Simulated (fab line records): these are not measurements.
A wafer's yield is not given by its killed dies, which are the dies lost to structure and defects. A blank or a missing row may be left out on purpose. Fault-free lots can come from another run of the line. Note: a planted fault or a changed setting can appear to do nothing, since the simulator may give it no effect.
fab line records -- flow nand-harc -- part 2 of 2: steps 5 to 6 of 6
[record] lots = 24, wafers = 72, last-day = 34
route steps=1302 shown A_CHANNEL_FILL_D2@633 A_STAIRCASE@674
lots with no fault: from the same line, run without faults
start-h: hours from the record's opening day to when the first of the lot's shown wafers began -- wait-h: hours since the lot's step before -- " unchanged from the row above -- L1.1+2: a row that stands for several wafers -- - value missing, or start not given -- * or withheld: withheld -- < > ~ a bound
route shown NAME@n: NAME is a module with steps in the file, n the number in the route of the first one -- usual: mean and standard deviation over wafers with no fault -- same: alike in all rows -- chamber/n: place in a boat -- sites: each site's reading -- _std_site: the values' standard deviation -- _edge_site: outer sites' mean less inner sites' -- radius-mm: how far each site lies from the wafer's centre -- mask NAME#n: copy n -- behind: the most recent tool/chamber to have shaped the wafer -- hold: cause of the lot's hold/its duration in hours/its outcome -- device: the n, p or np transistor that did not switch -- end of line: the route-end tests of the same wafers -- where a step has no rows: the recipe by itself -- killed: dies lost to structure and defects at the first sort, not the wafer's yield -- map: dies across one wafer; x = killed, . = not, _ = none there
set.NAME: the setting that was run; set.NAME@STEP: the one run at that earlier step -- model.NAME: the simulator's own value behind a step, which no gauge read
a sample of lots followed through the steps of the route, with each step as a table and each wafer as a row
services: the hour from which a tool's chamber was out of use, counted from the record's first day as start-h (under 0 if before that day), plus the number of hours and why
[[steps]]
[step NHARC_A_STAIRCASE_ETCH_25]
[recipe] target-depth-a = 1000, time-s = 40.5, ion-energy-ev = 400, c4f8-flow-sccm = 20, o2-flow-sccm = 10, ar-flow-sccm = withheld, rf-w = 600, bias-w = 1000, chemistry = C4F8/O2
[usual] oes-product-au = 0.945/0.011, rf-vpp-V = 895/5.5
lot.wafer,tool,chamber,start-h,wait-h,oes-product-au,rf-hours-counter-h,rf-vpp-V
L074.2,rie-diel-02,3,-,-,0.918,43,900
L074.3,rie-diel-02,3,-,-,0.915,-,900
L074.5,rie-diel-02,3,-,-,0.924,-,900
L075.2,rie-diel-04,2,-,-,0.928,2,898
L075.4,rie-diel-04,3,-,-,0.941,2,894
L075.1,rie-diel-04,1,-,-,0.933,2,901
L076.4,rie-diel-04,0,-,-,0.944,2,900
L076.5,rie-diel-04,2,-,-,0.940,-,899
L076.6,rie-diel-04,3,-,-,0.939,-,894
L077.2,rie-diel-02,0,-,-,0.954,52,888
L077.1,rie-diel-02,3,-,-,0.947,54,898
L077.5,rie-diel-02,0,-,-,0.961,-,887
L078.1,rie-diel-02,3,-,-,0.958,60,898
L078.3,rie-diel-02,2,-,-,0.954,55,891
L078.5,rie-diel-02,3,-,-,0.944,-,898
L079.3,rie-diel-11,3,-,-,0.936,42,901
L079.1,rie-diel-11,0,-,-,0.948,37,888
L079.5,rie-diel-11,1,-,-,0.955,-,892
L080.2,rie-diel-11,3,-,-,0.942,53,900
L080.6,rie-diel-11,0,-,-,0.952,-,888
L080.5,rie-diel-11,1,-,-,0.952,-,892
L081.1,rie-diel-02,0,-,-,0.941,4,886
L081.4,rie-diel-02,1,-,-,0.937,5,903
L081.6,rie-diel-02,3,-,-,0.945,-,899
L082.1,rie-diel-11,2,-,-,0.950,57,884
L082.2,rie-diel-11,3,-,-,0.946,57,900
L082.5,rie-diel-11,0,-,-,0.939,-,886
L084.4,rie-diel-04,3,-,-,0.938,27,893
L084.2,rie-diel-04,1,-,-,0.946,29,900
L084.6,rie-diel-04,2,-,-,0.941,-,899
L083.4,rie-diel-04,3,-,-,0.937,28,894
L083.3,rie-diel-04,2,-,-,0.941,29,899
L083.6,rie-diel-04,0,-,-,0.947,-,901
L085.3,rie-diel-02,3,-,-,0.940,21,898
L085.4,rie-diel-02,0,-,-,0.939,21,888
L085.6,rie-diel-02,3,-,-,0.939,-,899
L086.1,rie-diel-02,3,-,-,0.935,22,898
L086.3,rie-diel-02,1,-,-,0.958,27,904
L086.5,rie-diel-02,0,-,-,0.939,-,888
L087.2,rie-diel-02,3,-,-,0.937,25,897
L087.1,rie-diel-02,0,-,-,0.945,25,887
L087.5,rie-diel-02,3,-,-,0.929,-,898
L088.2,rie-diel-11,0,-,-,0.954,22,888
L088.4,rie-diel-11,2,-,-,0.937,16,905
L088.6,rie-diel-11,1,-,-,0.942,-,891
L089.1,rie-diel-02,0,-,-,0.950,31,887
L089.4,rie-diel-02,1,-,-,0.942,35,904
L089.3,rie-diel-02,2,-,-,0.948,37,893
L090.1,rie-diel-11,2,-,-,0.935,18,906
L090.3,rie-diel-11,0,-,-,0.960,25,887
L090.6,rie-diel-11,1,-,-,0.961,-,891
L091.2,rie-diel-02,3,-,-,0.951,35,897
L091.3,rie-diel-02,0,-,-,0.961,34,887
L091.4,rie-diel-02,1,-,-,0.942,39,903
L093.3,rie-diel-04,2,-,-,0.959,0,898
L093.1,rie-diel-04,3,-,-,0.952,0,894
L093.5,rie-diel-04,3,-,-,0.953,-,893
L092.4,rie-diel-02,1,-,-,0.941,49,903
L092.3,rie-diel-02,3,-,-,0.962,42,898
L092.6,rie-diel-02,1,-,-,0.938,-,903
L095.3,rie-diel-04,1,-,-,0.942,6,898
L095.1,rie-diel-04,3,-,-,0.947,4,893
L095.2,rie-diel-04,0,-,-,0.944,6,900
L094.2,rie-diel-04,0,-,-,0.950,11,899
L094.5,rie-diel-04,0,-,-,0.952,-,899
L094.6,rie-diel-04,1,-,-,0.944,-,899
L096.2,rie-diel-04,1,-,-,0.947,15,897
L096.5,rie-diel-04,1,-,-,0.942,-,898
L096.6,rie-diel-04,2,-,-,0.958,-,897
L097.3,rie-diel-02,1,-,-,0.957,5,903
L097.2,rie-diel-02,2,-,-,0.948,1,892
L097.6,rie-diel-02,1,-,-,0.949,-,903
[step NHARC_A_STAIRCASE_TRIM_198]
[recipe] time-s = 211.2, o2-flow-sccm = 500, ar-flow-sccm = 0, bias-w = 0, chemistry = O2
[usual] drypump-motor-current-A = 5.6/0.31, oes-product-au = 1.001/0.0078, rf-vpp-V = 57.8/0.92, showerhead-plenum-p-Torr = 3.53/0.14, throttle-valve-pct = 17.037/0.0092
lot.wafer,tool,chamber,start-h,wait-h,drypump-motor-current-A,oes-product-au,rf-hours-counter-h,rf-vpp-V,showerhead-plenum-p-Torr,throttle-valve-pct
L074.2,rie-diel-11,1,-,-,5.8,1.016,24,58.1,3.42,17.051
L074.3,rie-diel-11,2,-,-,5.8,1.010,24,57.4,3.28,17.019
L074.5,rie-diel-11,1,-,-,5.8,1.018,-,56.9,3.42,17.037
L075.1,rie-diel-02,0,-,-,5.6,1.001,53,58.3,3.32,17.036
L075.2,rie-diel-02,1,-,-,5.8,1.000,45,58.5,3.76,17.038
L075.4,rie-diel-02,3,-,-,5.2,0.996,54,58.9,3.61,17.024
L076.4,rie-diel-04,3,-,-,5.0,1.005,4,57.8,3.47,17.038
L076.5,rie-diel-04,1,-,-,5.7,0.995,-,57.9,3.63,17.030
L076.6,rie-diel-04,2,-,-,5.9,0.993,-,57.0,3.61,17.037
L077.2,rie-diel-11,3,-,-,5.7,0.997,32,56.7,3.67,17.048
L077.1,rie-diel-11,1,-,-,5.8,1.005,29,59.0,3.42,17.037
L077.5,rie-diel-11,2,-,-,5.8,0.999,-,57.0,3.28,17.036
L078.1,rie-diel-04,3,-,-,5.0,1.009,9,56.0,3.47,17.029
L078.3,rie-diel-04,2,-,-,6.0,0.992,10,58.1,3.60,17.027
L078.5,rie-diel-04,3,-,-,5.0,1.007,-,58.8,3.47,17.033
L079.1,rie-diel-02,0,-,-,5.6,1.000,0,56.8,3.31,17.033
L079.3,rie-diel-02,1,-,-,5.8,1.003,0,59.8,3.75,17.032
L079.5,rie-diel-02,0,-,-,5.6,0.997,-,57.2,3.31,17.037
L080.2,rie-diel-04,1,-,-,5.8,0.985,19,58.2,3.62,17.042
L080.5,rie-diel-04,1,-,-,5.8,1.006,-,56.5,3.62,17.040
L080.6,rie-diel-04,2,-,-,6.0,0.994,-,58.5,3.60,17.020
L081.1,rie-diel-04,0,-,-,5.6,1.010,18,57.7,3.65,17.031
L081.4,rie-diel-04,3,-,-,5.0,1.009,19,57.5,3.46,17.026
L081.6,rie-diel-04,0,-,-,5.6,1.003,-,58.9,3.65,17.038
L082.1,rie-diel-04,1,-,-,5.7,1.007,22,59.3,3.62,17.031
L082.2,rie-diel-04,3,-,-,5.0,0.997,22,57.8,3.46,17.042
L082.5,rie-diel-04,2,-,-,6.0,1.016,-,57.9,3.60,17.039
L084.4,rie-diel-02,0,-,-,5.6,1.002,17,58.4,3.30,17.031
L084.2,rie-diel-02,1,-,-,5.8,0.993,23,56.8,3.74,17.047
L084.6,rie-diel-02,0,-,-,5.6,1.007,-,57.6,3.30,17.042
L083.3,rie-diel-02,2,-,-,6.0,0.999,24,56.6,3.41,17.052
L083.4,rie-diel-02,1,-,-,5.8,1.002,24,58.6,3.74,17.041
L083.6,rie-diel-02,2,-,-,6.0,0.992,-,57.7,3.41,17.029
L085.3,rie-diel-04,2,-,-,6.0,0.998,36,56.9,3.59,17.028
L085.4,rie-diel-04,0,-,-,5.6,0.996,35,59.3,3.64,17.040
L085.6,rie-diel-04,2,-,-,5.9,0.992,-,57.9,3.59,17.046
L086.1,rie-diel-11,2,-,-,5.8,0.994,10,57.5,3.80,17.059
L086.3,rie-diel-11,3,-,-,5.7,1.019,12,56.9,3.64,17.048
L086.5,rie-diel-11,2,-,-,5.8,0.997,-,57.9,3.80,17.040
L087.1,rie-diel-02,3,-,-,5.2,0.988,26,57.0,3.59,17.038
L087.2,rie-diel-02,2,-,-,6.0,0.983,31,57.3,3.41,17.052
L087.5,rie-diel-02,3,-,-,5.2,0.990,-,58.2,3.59,17.051
L088.2,rie-diel-11,1,-,-,5.8,1.006,18,58.3,3.40,17.037
L088.6,rie-diel-11,0,-,-,5.3,1.001,-,57.9,3.30,17.045
L088.4,rie-diel-11,1,-,-,5.8,0.999,-,56.1,3.40,17.041
L089.3,rie-diel-04,3,-,-,5.0,1.005,47,56.7,3.45,17.017
L089.4,rie-diel-04,1,-,-,5.7,1.002,48,57.9,3.61,17.042
L089.1,rie-diel-04,2,-,-,6.0,1.003,49,57.8,3.58,17.022
L090.1,rie-diel-02,1,-,-,5.8,1.002,39,58.4,3.73,17.037
L090.3,rie-diel-02,0,-,-,5.6,1.008,34,57.2,3.30,17.036
L090.6,rie-diel-02,1,-,-,5.8,1.003,-,58.8,3.73,17.045
L091.4,rie-diel-02,1,-,-,5.8,0.994,39,58.2,3.73,17.021
L091.3,rie-diel-02,2,-,-,6.0,0.997,41,57.7,3.40,17.031
L091.2,rie-diel-02,0,-,-,5.7,1.011,34,57.0,3.30,17.026
L093.1,rie-diel-04,3,-,-,5.0,1.014,1,55.7,3.44,17.042
L093.3,rie-diel-04,1,-,-,5.7,1.003,1,58.6,3.60,17.041
L093.5,rie-diel-04,0,-,-,5.6,1.010,-,58.1,3.63,17.027
L092.4,rie-diel-02,0,-,-,5.6,1.026,43,56.8,3.29,17.032
L092.3,rie-diel-02,1,-,-,5.8,0.999,50,58.9,3.72,17.029
L092.6,rie-diel-02,0,-,-,5.6,1.011,-,56.8,3.29,17.028
L095.3,rie-diel-02,0,-,-,5.6,1.017,45,56.1,3.29,17.031
L095.1,rie-diel-02,1,-,-,5.8,0.987,52,59.1,3.72,17.026
L095.2,rie-diel-02,2,-,-,6.0,0.989,55,58.3,3.40,17.019
L094.2,rie-diel-04,2,-,-,5.9,0.989,12,57.5,3.57,17.034
L094.6,rie-diel-04,2,-,-,6.0,0.996,-,57.3,3.57,17.034
L094.5,rie-diel-04,3,-,-,5.0,1.004,-,58.7,3.44,17.029
L096.2,rie-diel-04,3,-,-,4.9,1.001,17,58.5,3.43,17.049
L096.6,rie-diel-04,1,-,-,5.7,0.999,-,59.3,3.59,17.036
L096.5,rie-diel-04,2,-,-,6.0,1.001,-,58.2,3.57,17.044
L097.3,rie-diel-02,2,-,-,6.0,1.005,3,58.0,3.39,17.029
L097.2,rie-diel-02,3,-,-,5.2,1.000,6,58.7,3.57,17.038
L097.6,rie-diel-02,2,-,-,6.0,1.001,-,56.8,3.39,17.033
[[services]]
tool,chamber,start-h,hours,kind
cmp-02,-,326.50,0.5,repair
rie-diel-11,2,329.85,5.9,repair
cmp-02,-,330.73,4.0,pm
rie-diel-02,2,337.12,14.5,repair
cmp-02,-,343.25,10.6,repair
rie-diel-02,1,345.74,9.2,repair
rie-diel-04,-,354.90,9.0,pm
cmp-02,-,364.08,1.4,repair
cmp-01,-,375.35,0.4,repair
rie-diel-02,-,393.85,9.0,pm
cmp-02,-,410.76,13.3,repair
cmp-02,-,428.73,4.0,pm
rie-diel-11,-,435.05,9.0,pm
rie-diel-11,3,472.03,2.5,repair
rie-diel-11,2,475.80,1.7,repair
rie-diel-11,1,479.93,1.9,repair
rie-diel-11,2,499.34,4.3,repair
cmp-02,-,526.73,4.0,pm
rie-diel-02,0,528.43,4.4,repair
rie-diel-04,-,531.90,9.0,pm
cmp-02,-,537.07,0.8,repair
rie-diel-02,0,548.83,3.4,repair
rie-diel-02,-,573.09,9.0,pm
rie-diel-11,1,593.13,14.8,repair
